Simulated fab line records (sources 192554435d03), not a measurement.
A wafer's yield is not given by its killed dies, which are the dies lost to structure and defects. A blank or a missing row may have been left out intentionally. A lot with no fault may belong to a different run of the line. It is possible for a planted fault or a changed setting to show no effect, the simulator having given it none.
Chamber matching + flow n5 finfet + pecvd-02 running N5_BEOL_M2_ILD_DEP_00: 3 sister chambers
The step deposits SiOC from DEMS/O2, target thk 79 nm, time 15.3 s. 6 wafers are shown with their chamber, then 8 later ones without.

== WAFERS WITH THEIR CHAMBER ==
| wafer  | chamber | showerhead vpp V (V) | throttle valve pct (%) |
|--------|---------|----------------------|------------------------|
| L244.1 | 1       | 1358                 | 12.1                   |
| L248.1 | 1       | 1383                 | 11.9                   |
| L249.2 | 0       | 1361                 | 12.7                   |
| L249.3 | 2       | 1249                 | 11.1                   |
| L249.4 | 0       | 1370                 | 12.3                   |
| L251.1 | 2       | 1237                 | 11.3                   |

== WAFERS MISSING THEIR CHAMBER ==
| wafer  | showerhead vpp V (V) | throttle valve pct (%) |
|--------|----------------------|------------------------|
| L251.2 | 1374                 | 12.4                   |
| L251.3 | 1365                 | 12.1                   |
| L254.2 | 1383                 | 12.2                   |
| L254.3 | 1387                 | 12.6                   |
| L254.6 | 1391                 | 12.1                   |
| L255.1 | 1243                 | 11.3                   |
| L255.3 | 1383                 | 12.0                   |
| L255.4 | 1224                 | 11.3                   |

== WHICH CHAMBER EACH ONE RAN IN ==
| wafer  | from the rows above     | in truth |
|--------|-------------------------|----------|
| L251.2 | can't be placed: 0 or 1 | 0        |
| L251.3 | can't be placed: 1 or 0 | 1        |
| L254.2 | can't be placed: 1 or 0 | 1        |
| L254.3 | can't be placed: 0 or 1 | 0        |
| L254.6 | can't be placed: 1 or 0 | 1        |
| L255.1 | 2                       | 2        |
| L255.3 | can't be placed: 1 or 0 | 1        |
| L255.4 | 2                       | 2        |
Correct placement for 2 of the 8. Cannot be placed on the basis of these rows: 6; the candidates contain the true chamber in 6. 0 placed wrongly.
How it was worked out, from the rows above alone: a wafer's distance from a chamber is the root of the sum, over the readings, of the square of ((its reading less the chamber's mean) divided by the reading's scatter). If the next closest chamber is less than 2 further off than the closest, the wafer can't be placed; otherwise it belongs to the closest. The mean given for a chamber averages the wafers shown for that chamber. The scatter is the square root of a quotient: the sum, over the shown wafers, of each reading's squared deviation from its chamber's mean, divided by wafers minus chambers.
